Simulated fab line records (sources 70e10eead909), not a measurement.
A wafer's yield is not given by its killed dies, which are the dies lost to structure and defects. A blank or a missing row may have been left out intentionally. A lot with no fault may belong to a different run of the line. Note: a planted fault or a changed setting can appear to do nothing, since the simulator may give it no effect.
Which of the tools did it?	flow nandHarc	13 lots, 39 wafers sampled, at 5 steps of a route of 1302

WHAT THE GAUGES SHOWED, per wafer
NHARC_A_BONDPAD_CD_MEAS_09 targets a cd of 500 nm. Usual: cdNm at 498.9 nm, with a standard deviation of 1.9.
lot	measured	on	cdNm (nm)	flag
L380	day 23 14:22	cdSem-03	499.9 498.5 495.0	
L381	day 23 15:24	cdSem-02	501.0 499.5 499.4	
L384	day 24 08:55	cdSem-03	497.9 498.8 500.5	
L383	day 24 19:11	cdSem-01	495.9 496.6 496.6	
L385	day 24 18:08	cdSem-02	501.3 499.5 500.1	
L386	day 25 16:51	cdSem-02	499.9 500.7 500.7	
L387	day 25 23:43	cdSem-03	498.5 500.6 495.4	
L393	day 28 19:20	cdSem-01	500.1 498.3 497.7	
L394	day 29 01:26	cdSem-01	499.4 497.3 496.0	
L398	day 30 13:34	cdSem-02	497.4 497.8 499.4	
L399	day 30 15:43	cdSem-01	498.8 501.1 496.9	
L401	day 31 23:40	cdSem-01	499.4 502.1 498.9	
L402	day 31 21:59	cdSem-02	500.1 499.8 497.6	

NHARC_END_SORT_01. Usual: killedAtArray 56, standard deviation 19; killedAtOther 1.0, standard deviation 1.3; killedAtPeriphery 3.8, standard deviation 2.2; killedDies 61, standard deviation 19; killedOpen 3.1, standard deviation 1.9; killedShort 2.3, standard deviation 1.5.
lot	measured	on	killedAtArray	killedAtOther	killedAtPeriphery	killedDies	killedOpen	killedShort	flag
L393	day 30 05:26	prober-02	174 172 157	5 0 1	5 5 1	184 177 159	1 2 5	5 4 2	OFF
L394	day 30 09:55	prober-01	145 128 147	3 0 1	3 1 6	151 129 154	1 4 0	2 1 1	OFF

WHICH TOOL RAN EACH LOT (tool, then ch and the chambers of the sampled wafers, then the start)
lot	NHARC_A_WL_FILL_CVD_23	NHARC_A_M1_DEGAS_29	NHARC_THIN_TSV_ETCH_59
L380	lpcvdPoly-01 ch 0, day 21 11:01	pvdSputter-03, day 23 10:35	rieMetal-01 ch 0,1, day 24 11:46
L381	lpcvdPoly-01 ch 0, day 21 11:01	pvdSputter-02, day 23 11:55	rieMetal-03 ch 0,1, day 24 13:02
L384	lpcvdPoly-02 ch 0, day 22 07:04	pvdSputter-03, day 24 05:25	rieMetal-02 ch 0,1, day 25 06:18
L383	lpcvdPoly-02 ch 0, day 22 14:53	pvdSputter-03, day 24 15:37	rieMetal-03 ch 0,1, day 25 16:57
L385	lpcvdPoly-02 ch 0, day 22 14:53	pvdSputter-03, day 24 14:31	rieMetal-02 ch 0,1, day 25 15:48
L386	lpcvdPoly-01 ch 0, day 23 13:25	pvdSputter-02, day 25 13:22	rieMetal-02 ch 1, day 26 14:35
L387	lpcvdPoly-04 ch 0, day 23 20:10	pvdSputter-02, day 25 20:13	rieMetal-02 ch 0,1, day 27 00:01
L393	lpcvdPoly-04 ch 0, day 26 14:11	pvdSputter-01, day 28 15:51	rieMetal-02 ch 0,1, day 29 18:53
L394	lpcvdPoly-04 ch 0, day 27 00:44	pvdSputter-03, day 28 21:56	rieMetal-02 ch 0,1, day 29 23:05
L398	lpcvdPoly-02 ch 0, day 28 09:12	pvdSputter-02, day 30 10:04	rieMetal-02 ch 0,1, day 31 11:28
L399	lpcvdPoly-02 ch 0, day 28 09:12	pvdSputter-02, day 30 12:13	rieMetal-01 ch 0,1, day 31 12:50
L401	lpcvdPoly-04 ch 0, day 29 22:30	pvdSputter-02, day 31 20:10	rieMetal-03 ch 0,1, day 32 20:44
L402	lpcvdPoly-04 ch 0, day 29 22:30	pvdSputter-03, day 31 18:38	rieMetal-01 ch 0,1, day 32 19:17
- NHARC_A_WL_FILL_CVD_23: deposits poly-Si, target thk 40 nm, time 800 s.
- NHARC_A_M1_DEGAS_29: time 60 s.
- NHARC_THIN_TSV_ETCH_59: etches the open film in Cl2/BCl3, target depth 880 nm, time 138.1 s.

WHAT THE TOOLS THEMSELVES READ (means of the sampled wafers that have a number; where no wafer has one, the mark that the record gives instead)
NHARC_A_WL_FILL_CVD_23. Usual: spikeTcUpperC 619.2 C, standard deviation 1.3; zonePowerLowerPct 9.3 %, standard deviation 0.57.
lot	tool	spikeTcUpperC (C)	zonePowerLowerPct (%)	flag
L380	lpcvdPoly-01	619.3	9.2	
L381	lpcvdPoly-01	619.4	9.2	
L384	lpcvdPoly-02	618.9	10.0	
L383	lpcvdPoly-02	620.2	10.2	
L385	lpcvdPoly-02	620.7	10.2	
L386	lpcvdPoly-01	619.3	9.2	
L387	lpcvdPoly-04	617.3	8.8	
L393	lpcvdPoly-04	617.9	8.7	
L394	lpcvdPoly-04	617.8	8.7	
L398	lpcvdPoly-02	620.5	10.2	
L399	lpcvdPoly-02	621.1	10.1	
L401	lpcvdPoly-04	618.3	8.7	
L402	lpcvdPoly-04	618.3	8.8	

NHARC_A_M1_DEGAS_29. Usual: heaterPowerW at 339 W, with a standard deviation of 31.
lot	tool	heaterPowerW (W)	flag
L380	pvdSputter-03	338	
L381	pvdSputter-02	310	
L384	pvdSputter-03	358	
L383	pvdSputter-03	373	
L385	pvdSputter-03	343	
L386	pvdSputter-02	333	
L387	pvdSputter-02	330	
L393	pvdSputter-01	343	
L394	pvdSputter-03	358	
L398	pvdSputter-02	334	
L399	pvdSputter-02	329	
L401	pvdSputter-02	326	
L402	pvdSputter-03	334	

NHARC_THIN_TSV_ETCH_59. Usual: drypumpMotorCurrentA 5.9 A, standard deviation 0.34; heBacksideLeakSccm 3.4 sccm, standard deviation 0.31; oesProductAu 0.999 a.u., standard deviation 0.0096; throttleValvePct 22.266 %, standard deviation 0.0098.
lot	tool	drypumpMotorCurrentA (A)	heBacksideLeakSccm (sccm)	oesProductAu (a.u.)	throttleValvePct (%)	flag
L380	rieMetal-01	5.8	3.3	0.997	22.262	
L381	rieMetal-03	5.8	3.3	1.005	22.264	
L384	rieMetal-02	5.9	3.3	0.996	22.259	
L383	rieMetal-03	5.8	3.3	1.009	22.262	
L385	rieMetal-02	5.9	3.3	1.000	22.273	
L386	rieMetal-02	6.6	3.5	1.004	22.270	
L387	rieMetal-02	6.2	3.4	1.006	22.266	
L393	rieMetal-02	5.9	3.4	1.005	22.272	
L394	rieMetal-02	5.9	3.3	0.991	22.264	
L398	rieMetal-02	6.2	3.4	0.999	22.272	
L399	rieMetal-01	5.8	4.1	1.002	22.271	
L401	rieMetal-03	5.8	3.2	0.993	22.262	
L402	rieMetal-01	5.8	3.3	1.004	22.270	

THE ANSWER, worked out from the rows above alone
Rule: lot off if the mean of its wafers having a number is beyond 3 standard deviations from the usual mean. Also off: a lot with no number at a reading for which 4 or more lots have one. Where the step has rows for the other lots, those lots are counted as sound. First the gauges in route order, then the tools' own readings, where a lot's mean is used as printed above. The first step at which some lot is off is used, and at that step the reading that is off furthest; a lot without a number counts as furthest.
Off: L393, L394, at NHARC_END_SORT_01 (killedDies). Neither off nor sound, because the step has no rows for them: L380, L381, L384, L383, L385, L386, L387, L398, L399, L401, L402.
If a tool, at a process step before that reading, ran all the lots that are off and no sound lot after the first of them, it fits. The gauges at NHARC_END_SORT_01 are tried like those tools. Undecided on this evidence; 2 tools fit (lpcvdPoly-04 at NHARC_A_WL_FILL_CVD_23, rieMetal-02 at NHARC_THIN_TSV_ETCH_59).

WHAT WAS PUT IN BY THE SIMULATOR
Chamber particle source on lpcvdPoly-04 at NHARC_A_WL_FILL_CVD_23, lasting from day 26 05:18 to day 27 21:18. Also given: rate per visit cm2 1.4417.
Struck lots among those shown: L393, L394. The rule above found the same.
